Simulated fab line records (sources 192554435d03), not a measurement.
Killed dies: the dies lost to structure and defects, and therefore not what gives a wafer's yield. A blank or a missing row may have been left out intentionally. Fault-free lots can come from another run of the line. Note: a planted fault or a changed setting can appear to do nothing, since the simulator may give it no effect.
Struck lot and sound lot, side by side || flow n5Finfet || 20 steps out of a route of 1938
Sound: wafers L512.1, L512.2, L512.6. Wafers L509.1, L509.3, L509.4 were the ones struck. At the end, the cause is stated.
Each step with rows lists, per side, the tool, then ch with its chambers, then its first start. Under that, the readings that differ: sound wafers || struck wafers || difference of the means || sigmas: that difference in standard deviations of wafers without a fault.
alike: same words and numbers on both sides, and readings whose means sit less than 2 such deviations apart. not compared: any withheld reading, any reading some wafer has no value for, any bound like >300 that may hide the same value, and any number with overlapping values for which the record gives no deviation.
A row with sigmas, a row that says differs or no value, or rows on one side alone: a step with any of these is where the two part. Numbers that don't overlap but have no deviation are shown without sigmas and don't part them. A reading that every wafer of one side lacks parts them only if that side has two wafers or more.

first, 9 steps without rows for these wafers: N5_BEOL_M2_CO_CAP_55 (material Co, precursor CCTBA/H2, target thk 2 nm, time 102.1 s); N5_BEOL_M2_PRE_CLEAN_56 (time 15 s); N5_BEOL_M2_DEP_57 (deposits SiCN from 3MS/NH3, target thk 8 nm, time 14 s); N5_BEOL_M3_ILD_DEP_00 (deposits SiOC from DEMS/O2, target thk 79 nm, time 15.3 s); N5_BEOL_M3_PECVD_72 (deposits SiO2 from TEOS/O2, target thk 16 nm, time 18 s); N5_BEOL_M3_HM_DEP_02 (deposits TiN, target thk 20 nm); N5_BEOL_M3_COAT_61 (time 60 s, resist thk 60 nm); N5_BEOL_M3_COAT_62 (time 60 s, resist thk 12 nm); N5_BEOL_M3_COAT_73 (time 60 s, resist thk 5 nm).
N5_BEOL_M3_COAT_05: resist thk 30 nm.
  sound on lithoTrack-01 ch 0, day 10 04:59; struck on lithoTrack-05 ch 0, day 9 18:30
{"reading": "exhaustPa (Pa)", "sound": "44.5 43.8 45.2", "struck": "47.2 47.2 46.9", "difference": "+2.6", "sigmas": "+3"}
{"reading": "spinSpeedRpm (rpm)", "sound": "1499.9 1500.2 1498.4", "struck": "1447.5 1447.9 1446.9", "difference": -52.1, "sigmas": -55}
{"reading": "model.CAR-EUV_of_BEOL_M3_COAT_05.thkNm (nm)", "sound": "29.8 29.8 29.8", "struck": "30.4 30.4 30.6", "difference": "+0.7", "sigmas": ""}
  alike: chillPlateTempC
then, 7 steps without rows for these wafers: N5_BEOL_M3_EBR_07; N5_BEOL_M3_SOFTBAKE_06 (time 60 s); N5_BEOL_M3_EXPOSE_08 (exposes mask M3); N5_BEOL_M3_PEB_09 (peb time 60 s); N5_BEOL_M3_DEVELOP_10 (develop time 30 s); N5_BEOL_M3_DESCUM_16 (chemistry O2, time 7 s); N5_BEOL_M3_ETCH_74 (etches underlayer in N2/H2, target depth 6.5 nm, time 5.2 s).
N5_BEOL_M3_ETCH_63: etches SiARC in CF4, target depth 15.6 nm, time 26 s.
  sound on rieDiel-06 ch 0,1,3, day 10 05:34; struck on rieDiel-04 ch 0,1,2, day 9 19:04
{"reading": "model.CAR-EUV_of_BEOL_M3_COAT_05.thkNm (nm)", "sound": "11 11 11", "struck": "11.4 11.6 11.6", "difference": "+0.5", "sigmas": ""}
  alike: drypumpMotorCurrentA, etchRfOnTimeS, oesProductAu, rfVppV, showerheadPlenumPTorr, throttleValvePct
  not compared: rfHoursCounterH
then, 1 step without rows for these wafers: N5_BEOL_M3_ETCH_64 (etches SOC in N2/H2, target depth 75 nm, overetch 15 nm, time 112.5 s).
N5_BEOL_M4_RC_MEAS_101:
  sound on prober-02 ch 0, day 11 08:00; struck on prober-02 ch 0, day 11 00:14
  alike: DIBL_N, DIBL_P, IOFF_N, IOFF_P, ION_N, ION_P, SS_N, SS_P, VT_N, VT_P

## WHERE THEY PART
N5_BEOL_M3_COAT_05 only, going by this record. Later steps at which nothing parts them and some readings are alike: N5_BEOL_M3_ETCH_63, N5_BEOL_M4_RC_MEAS_101.

WHY: what the simulator had put in
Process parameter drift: lithoTrack-05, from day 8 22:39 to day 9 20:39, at N5_BEOL_M3_COAT_05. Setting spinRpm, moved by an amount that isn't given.
